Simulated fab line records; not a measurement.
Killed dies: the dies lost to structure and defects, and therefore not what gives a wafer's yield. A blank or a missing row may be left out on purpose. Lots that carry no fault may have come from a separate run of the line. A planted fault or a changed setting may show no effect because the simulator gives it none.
Chamber matching | flow nandHarc | NHARC_A_STAIRCASE_DESCUM_443 on rieDiel-02: 4 sister chambers
The step chemistry O2, time 3 s. 8 wafers are shown with their chamber, then 9 later ones without.

== WAFERS, EACH WITH ITS CHAMBER ==
wafer  | chamber | drypumpMotorCurrentA (A) | showerheadPlenumPTorr (Torr)
L082.4 | 2       | 5.6                      | 1.79
L082.6 | 2       | 5.7                      | 1.79
L083.3 | 3       | 5.2                      | 1.79
L085.4 | 1       | 6.0                      | 1.92
L085.6 | 0       | 6.1                      | 1.89
L087.1 | 1       | 6.0                      | 1.92
L087.3 | 0       | 6.1                      | 1.89
L087.4 | 3       | 5.2                      | 1.78

== WAFERS MISSING THEIR CHAMBER ==
wafer  | drypumpMotorCurrentA (A) | showerheadPlenumPTorr (Torr)
L093.1 | 6.0                      | 1.91
L093.4 | 5.7                      | 1.78
L093.5 | 5.2                      | 1.78
L096.1 | 5.2                      | 1.78
L096.4 | 6.0                      | 1.91
L096.5 | 5.7                      | 1.78
L097.2 | 6.0                      | 1.91
L097.3 | 5.7                      | 1.78
L097.6 | 6.0                      | 1.91

== EACH ONE'S CHAMBER ==
wafer  | from the rows above | in truth
L093.1 | 1                   | 1
L093.4 | 2                   | 2
L093.5 | 3                   | 3
L096.1 | 3                   | 3
L096.4 | 1                   | 1
L096.5 | 2                   | 2
L097.2 | 1                   | 1
L097.3 | 2                   | 2
L097.6 | 1                   | 1
Correctly placed: 9 of 9. From these rows, 0 cannot be placed. Number placed wrongly: 0.
How it was worked out, from the rows above alone: a wafer's distance from a chamber is the root of the sum, over the readings, of the square of ((its reading less the chamber's mean) divided by the reading's scatter). The wafer belongs to the nearest chamber; if the next one is less than 2 further off, it can't be placed. The mean given for a chamber averages the wafers shown for that chamber. The scatter: the root of (the sum of the squares of (reading less its chamber's mean) over the shown wafers, divided by (wafers less chambers)).
